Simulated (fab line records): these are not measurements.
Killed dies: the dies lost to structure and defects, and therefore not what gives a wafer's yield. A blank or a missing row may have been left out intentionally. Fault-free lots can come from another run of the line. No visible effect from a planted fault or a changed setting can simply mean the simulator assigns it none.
fab line records	flow n5_finfet
[record] lots = 11	wafers = 33	last_day = 17
route steps=1938 shown BEOL_M11@1581 BEOL_M12@1602 PASSIVATION@1936
lots that met no fault: from a run of the same line without faults
start_h: the number of hours between the record's first day and the start of the first shown wafer of the lot	wait_h: hours from the lot's prior step to this one	" identical to the entry in the row above	L1.1+2: several wafers, shown together as one row	- no value, or no start given	* or withheld: withheld	< > ~ a bound
route shown NAME@n: names a module that has steps shown in the file, with the first one's number in the route	usual: mean/standard deviation of fault-free wafers	same: alike in all rows	chamber/n: place in a boat	sites: each site's reading	_std_site: how widely they spread, as a standard deviation	_edge_site: mean of outer sites minus mean of inner sites	radius_mm: how far each site lies from the wafer's centre	mask NAME#n: copy n	behind: tool/chamber where the wafer was last shaped	hold: cause of the lot's hold/its duration in hours/its outcome	device: the n, p or np transistor that did not switch	end of line: tests run on the same wafers once the route is complete	a step given without rows: its recipe and nothing more	killed: dies lost to structure and defects at the first sort, not the wafer's yield	map: the dies of a wafer, with x for killed, . for not killed, _ for no die there
set.NAME: the setting that was run; set.NAME@STEP: the one run at that earlier step	model.NAME: the simulator's own value behind a step, which no gauge read
one table for each step of the route and one row for each wafer, over a sample of lots
services: when a tool's chamber went out of use (start_h, in hours from the record's first day, below 0 if earlier), for how many hours, and the reason
[[steps]]
[step N5_BEOL_M11_OCD_MEAS_38]
[usual] trench_depth_nm = 149.0/2.5
lot.wafer	tool	chamber	start_h	wait_h	trench_depth_nm
L325.2	ocd-01	-	236.22	-	147.9
L325.4	"	-	"	"	149.5
L325.5	"	-	"	"	154.1
L324.2	ocd-02	-	237.16	-	155.5
L324.4	"	-	"	"	149.5
L324.6	"	-	"	"	153.9
L331.2	ocd-02	-	274.12	-	148.2
L331.3	"	-	"	"	153.5
L331.6	"	-	"	"	152.1
L333.1	ocd-01	-	286.58	-	148.0
L333.4	"	-	"	"	146.6
L333.5	"	-	"	"	153.0
L335.3	ocd-01	-	300.36	-	147.0
L335.4	"	-	"	"	152.6
L335.6	"	-	"	"	151.0
L338.2	ocd-01	-	307.40	-	146.6
L338.3	"	-	"	"	148.5
L338.5	"	-	"	"	145.1
L336.1	ocd-01	-	312.14	-	147.9
L336.4	"	-	"	"	150.5
L336.6	"	-	"	"	149.4
L339.1	ocd-02	-	328.70	-	145.8
L339.3	"	-	"	"	154.0
L339.6	"	-	"	"	149.2
L342.1	ocd-02	-	335.38	-	152.5
L342.5	"	-	"	"	153.4
L342.6	"	-	"	"	149.1
L343.2	ocd-01	-	345.46	-	149.9
L343.4	"	-	"	"	150.7
L343.6	"	-	"	"	151.0
L345.2	ocd-02	-	369.14	-	149.4
L345.3	"	-	"	"	149.6
L345.5	"	-	"	"	147.7
[step N5_BEOL_M11_CURE_72]
[recipe] temp_c = 370	time_s = 120	ambient = DMADMS/He	material = SiCOH_lowk
[usual] lamp_power_pct = 52.31/0.056	wafer_temp_C_max = 371.8/0.64
lot.wafer	tool	chamber	start_h	wait_h	lamp_power_pct	wafer_temp_C_max
L325.2	uv_cure-03	0	236.47	0.1	52.26	372.3
L325.4	"	0	"	"	52.39	372.2
L325.5	"	0	"	"	52.28	371.8
L324.2	uv_cure-02	2	237.41	0.1	52.34	371.7
L324.4	"	2	"	"	52.24	371.4
L324.6	"	2	"	"	52.27	372.1
L331.2	uv_cure-03	0	274.36	0.1	52.34	372.6
L331.3	"	0	"	"	52.20	372.1
L331.6	"	0	"	"	52.24	372.1
L333.1	uv_cure-03	0	286.79	0.0	52.35	372.2
L333.4	"	0	"	"	52.27	371.7
L333.5	"	0	"	"	52.42	372.0
L335.3	uv_cure-03	1	300.84	0.3	52.30	372.1
L335.4	"	1	"	"	52.26	372.5
L335.6	"	1	"	"	52.34	372.6
L338.2	uv_cure-01	2	307.72	0.2	52.30	371.4
L338.3	"	2	"	"	52.30	371.7
L338.5	"	2	"	"	52.32	371.4
L336.1	uv_cure-02	2	312.37	0.1	52.29	371.9
L336.4	"	2	"	"	52.41	371.4
L336.6	"	2	"	"	52.33	372.0
L339.1	uv_cure-01	0	328.90	0.0	52.38	371.2
L339.3	"	0	"	"	52.32	370.5
L339.6	"	0	"	"	52.21	371.0
L342.1	uv_cure-03	2	335.59	0.0	52.34	371.6
L342.5	"	2	"	"	52.36	371.6
L342.6	"	2	"	"	52.21	372.7
L343.2	uv_cure-02	2	345.71	0.1	52.37	371.3
L343.4	"	2	"	"	52.38	371.7
L343.6	"	2	"	"	52.38	371.8
L345.2	uv_cure-02	2	369.38	0.1	52.42	371.0
L345.3	"	2	"	"	52.24	371.4
L345.5	"	2	"	"	52.30	371.8
[step N5_BEOL_M12_ILD_DEP_00]
[recipe] material = SiOC	target_thk_a = 6589.2	temp_c = 350	precursor = DEMS/O2	pressure_torr = 5	rf_w = 500	time_s = 130.7
[usual] heater_power_w = 466/58	showerhead_plenum_p_Torr = 5.696/0.011	throttle_valve_pct = 12.0/0.61
lot.wafer	tool	chamber	start_h	wait_h	heater_power_w	showerhead_plenum_p_Torr	throttle_valve_pct
L325.2	pecvd-03	2	238.85	0.0	374	5.677	11.3
L325.4	"	1	"	"	499	5.683	11.8
L325.5	"	2	"	"	436	5.682	11.6
L324.2	pecvd-03	2	240.44	0.0	407	5.684	11.5
L324.4	"	0	"	"	436	5.693	11.5
L324.6	"	1	"	"	462	5.699	12.0
L331.2	pecvd-03	2	276.75	0.0	418	5.688	11.5
L331.3	"	1	"	"	491	5.701	12.3
L331.6	"	1	"	"	487	5.691	11.9
L333.1	pecvd-02	0	289.35	0.0	467	5.705	13.5
L333.4	"	0	"	"	492	5.720	13.6
L333.5	"	1	"	"	462	5.678	12.3
L335.3	pecvd-04	2	303.01	0.0	546	5.678	11.7
L335.4	"	1	"	"	675	5.701	12.2
L335.6	"	0	"	"	566	5.696	12.4
L338.2	pecvd-03	1	310.77	0.0	471	5.699	12.5
L338.3	"	0	"	"	432	5.696	11.6
L338.5	"	0	"	"	464	5.690	11.6
L336.1	pecvd-03	0	315.01	0.0	466	5.688	11.5
L336.4	"	2	"	"	414	5.679	11.7
L336.6	"	0	"	"	471	5.709	11.6
L339.1	pecvd-02	2	332.08	0.0	442	5.724	11.4
L339.3	"	0	"	"	429	5.702	13.5
L339.6	"	0	"	"	455	5.712	13.3
L342.1	pecvd-03	1	339.05	0.0	520	5.683	12.0
L342.5	"	2	"	"	452	5.699	11.7
L342.6	"	0	"	"	412	5.696	11.7
L343.2	pecvd-03	2	347.97	0.0	453	5.703	11.7
L343.4	"	2	"	"	350	5.679	11.6
L343.6	"	0	"	"	393	5.689	11.8
L345.2	pecvd-02	0	372.91	0.0	397	5.692	13.5
L345.3	"	2	"	"	481	5.711	11.7
L345.5	"	0	"	"	427	5.702	13.3
[step N5_BEOL_M12_COAT_04]
[recipe] spin_rpm = 1625	resist_thk_nm = 400
[usual] spin_speed_rpm = 1625.1/0.98
lot.wafer	tool	chamber	start_h	wait_h	spin_speed_rpm
L325.2	litho_track-05	0	239.07	-	1624.1
L325.4	"	0	"	"	1623.9
L325.5	"	0	"	"	1625.0
L324.2	litho_track-01	0	240.61	-	1625.2
L324.4	"	0	"	"	1625.4
L324.6	"	0	"	"	1626.0
L331.2	litho_track-03	0	276.92	-	1624.3
L331.3	"	0	"	"	1627.9
L331.6	"	0	"	"	1625.3
L333.1	litho_track-05	0	289.52	-	1551.8
L333.4	"	0	"	"	1551.1
L333.5	"	0	"	"	1552.7
L335.3	litho_track-05	0	303.18	-	1552.7
L335.4	"	0	"	"	1552.7
L335.6	"	0	"	"	1552.2
L338.2	litho_track-01	0	310.94	-	1623.4
L338.3	"	0	"	"	1624.7
L338.5	"	0	"	"	1624.8
L336.1	litho_track-01	0	315.18	-	1627.3
L336.4	"	0	"	"	1626.0
L336.6	"	0	"	"	1626.4
L339.1	litho_track-01	0	332.24	-	1624.6
L339.3	"	0	"	"	1625.4
L339.6	"	0	"	"	1625.2
L342.1	litho_track-01	0	339.22	-	1626.3
L342.5	"	0	"	"	1626.6
L342.6	"	0	"	"	1624.5
L343.2	litho_track-01	0	348.19	-	1626.6
L343.4	"	0	"	"	1626.7
L343.6	"	0	"	"	1626.3
L345.2	litho_track-01	0	373.07	-	1625.0
L345.3	"	0	"	"	1626.0
L345.5	"	0	"	"	1625.9
[step N5_BEOL_M12_STRIP_63]
[recipe] chemistry = N2/H2	power_w = 1000	temp_c = 250	h2_frac = 0.65	overash_fraction = 0.3	pressure_mtorr = 1000	n2_flow_sccm = 1750	h2_flow_sccm = 3250
[usual] drypump_motor_current_A = 6.08/0.3	heater_power_w = 312/17	oes_product_au = 0.693/0.0043	strip_time_to_endpoint_s = 42.8/0.72
lot.wafer	tool	chamber	start_h	wait_h	drypump_motor_current_A	heater_power_w	oes_product_au	rf_hours_counter_h	strip_time_to_endpoint_s
L325.2	plasma_asher-01	1	239.83	-	5.90	283	0.689	69	43.6
L325.4	"	0	"	"	5.77	316	0.694	-	42.2
L325.5	"	0	"	"	5.77	309	0.694	-	42.7
L324.2	plasma_asher-02	1	241.47	-	6.44	318	0.696	121	44.4
L324.4	"	0	"	"	6.39	334	0.693	-	44.6
L324.6	"	1	"	"	6.46	326	0.689	-	43.5
L331.2	plasma_asher-02	1	277.71	-	6.47	326	0.691	129	43.2
L331.3	"	0	"	"	6.37	332	0.703	-	43.7
L331.6	"	1	"	"	6.46	324	0.694	-	42.5
L333.1	plasma_asher-02	1	290.29	-	6.52	316	0.701	130	45.3
L333.4	"	1	"	"	6.46	324	0.693	-	44.4
L333.5	"	1	"	"	6.50	318	0.700	-	45.0
L335.3	plasma_asher-01	1	304.03	-	5.91	284	0.694	-	45.7
L335.4	"	0	"	"	5.79	322	0.694	-	45.7
L335.6	"	0	"	"	5.77	312	0.696	-	44.8
L338.2	plasma_asher-01	0	311.58	-	5.82	319	0.699	84	43.4
L338.3	"	0	"	"	5.76	311	0.695	-	43.0
L338.5	"	0	"	"	5.76	316	0.696	-	43.0
L336.1	plasma_asher-02	0	315.95	-	6.37	318	0.695	137	44.3
L336.4	"	1	"	"	6.44	325	0.692	-	42.5
L336.6	"	1	"	"	6.47	311	0.697	-	43.4
L339.1	plasma_asher-02	1	333.02	-	6.46	324	0.696	140	42.7
L339.3	"	1	"	"	6.50	320	0.698	-	43.1
L339.6	"	0	"	"	6.37	331	0.694	-	41.8
L342.1	plasma_asher-02	1	339.86	-	6.41	321	0.690	141	42.8
L342.5	"	0	"	"	6.40	334	0.684	-	41.5
L342.6	"	1	"	"	6.45	320	0.688	-	42.6
L343.2	plasma_asher-02	0	348.83	-	6.37	332	0.686	142	42.5
L343.4	"	0	"	"	6.38	345	0.688	-	42.2
L343.6	"	0	"	"	6.36	331	0.686	-	41.6
L345.2	plasma_asher-01	0	373.84	-	5.76	317	0.700	98	42.5
L345.3	"	1	"	"	5.90	280	0.685	-	42.5
L345.5	"	1	"	"	5.89	293	0.687	-	41.7
[step N5_PASSIVATION_PROBE_49]
[usual] defect_limited_yield = 91.3/1.5	killed_at_M0_to_M3 = 35/10	killed_at_M4_up = 13/5.3	killed_at_contacts = 12/5.7	killed_at_front_end = 39/11	killed_at_other = 3.3/2.7	killed_dies = 102/18	killed_open = 67/13	killed_short = 34/7.8	sort_bin_5_function = 5.1/1	sort_bin_6_memory = 3.3/0.68	sort_n_pass = 1078/18	sort_yield_pct = 91.3/1.5
[same] gross_dies = 1180	killed_at_back_side = 0	sort_bin_4_leakage[%] = 0	sort_bin_8_speed[%] = 0
lot.wafer	tool	chamber	start_h	wait_h	defect_limited_yield[%]	killed_at_M0_to_M3	killed_at_M4_up	killed_at_contacts	killed_at_front_end	killed_at_other	killed_dies	killed_open	killed_short	sort_bin_5_function[%]	sort_bin_6_memory[%]	sort_n_pass	sort_yield_pct[%]
L335.3	prober-02	-	341.74	0.8	88.4	37	31	11	55	3	137	85	49	7.3	4.0	1043	88.4
L335.4	prober-02	-	341.79	0.8	89.7	43	17	16	44	2	122	81	40	5.9	3.8	1058	89.7
L335.6	prober-02	-	341.89	0.9	90.7	40	18	7	43	2	110	78	32	5.8	3.1	1070	90.7
// killed by level:class
L335.3 STI_FIN_REVEAL:geometric_particle:open=17 BEOL_M4:geometric_particle:open=14 BEOL_M0_SAQP:geometric_particle:short=13 BEOL_M0_SAQP:geometric_particle:open=10 MOL_CONTACT_COAG:geometric_particle:open=7 BEOL_M4:geometric_particle:short=7 STI_FIN_REVEAL:geometric_particle:short=6 FIN_SAQP:geometric_particle:open=5
L335.4 MOL_CONTACT_COAG:geometric_particle:open=13 FIN_SAQP:geometric_particle:open=11 FIN_SAQP:geometric_particle:short=10 BEOL_M3:geometric_particle:open=10 BEOL_M4:geometric_particle:open=10 STI_FIN_REVEAL:geometric_particle:open=8 BEOL_M0_SAQP:geometric_particle:open=6 BEOL_M0:geometric_particle:open=5
L335.6 STI_FIN_REVEAL:geometric_particle:open=12 BEOL_M1:geometric_particle:open=10 BEOL_M4:geometric_particle:open=10 BEOL_M3:geometric_particle:open=8 FIN_SAQP:geometric_particle:short=6 FIN_SAQP:geometric_particle:open=6 BEOL_M0_SAQP:geometric_particle:short=6 BEOL_M0_SAQP:geometric_particle:open=6
[[services]]
tool	chamber	start_h	hours	kind
uv_cure-03	-	227.81	2.1	pm
pecvd-03	0	231.60	8.4	repair
uv_cure-03	-	251.03	7.5	pm
pecvd-02	-	256.77	4.3	pm
uv_cure-02	-	266.72	0.4	repair
uv_cure-01	-	272.53	0.3	repair
pecvd-02	0	272.77	6.2	repair
pecvd-02	0	308.91	2.1	scheduled_down
pecvd-04	2	319.38	2.1	scheduled_down
pecvd-03	-	329.01	2.8	pm
pecvd-03	0	340.79	5.5	scheduled_down
pecvd-03	1	346.25	2.1	scheduled_down
pecvd-04	2	349.97	-	clean
pecvd-04	2	349.97	29.5	scheduled_down
pecvd-04	2	349.97	29.5	vent_cycle
uv_cure-01	-	357.39	1.0	pm
uv_cure-01	-	373.61	0.6	repair
[[key]]
[first_sign] step = N5_BEOL_M12_COAT_04	reading = spin_speed_rpm	direction = down	sigmas = 74	usual = *	struck = *
[effect] step = N5_BEOL_M12_STRIP_63	reading = strip_time_to_endpoint_s	direction = up	sigmas = 3.2	usual = *	struck = *
met_at N5_BEOL_M12_COAT_04
struck_lots L333,L335
not_acting_at N5_BEOL_M11_OCD_MEAS_38,N5_BEOL_M11_CURE_72,N5_BEOL_M12_ILD_DEP_00
onset_between 239.07 289.52
[fault] kind = process_parameter_drift	tool = litho_track-05	chamber = -	onset_h = 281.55	steps = N5_BEOL_M12_COAT_04	channel = spin_rpm	offset = *	shape = step	end_h = 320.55	acts_in = *	stated = *
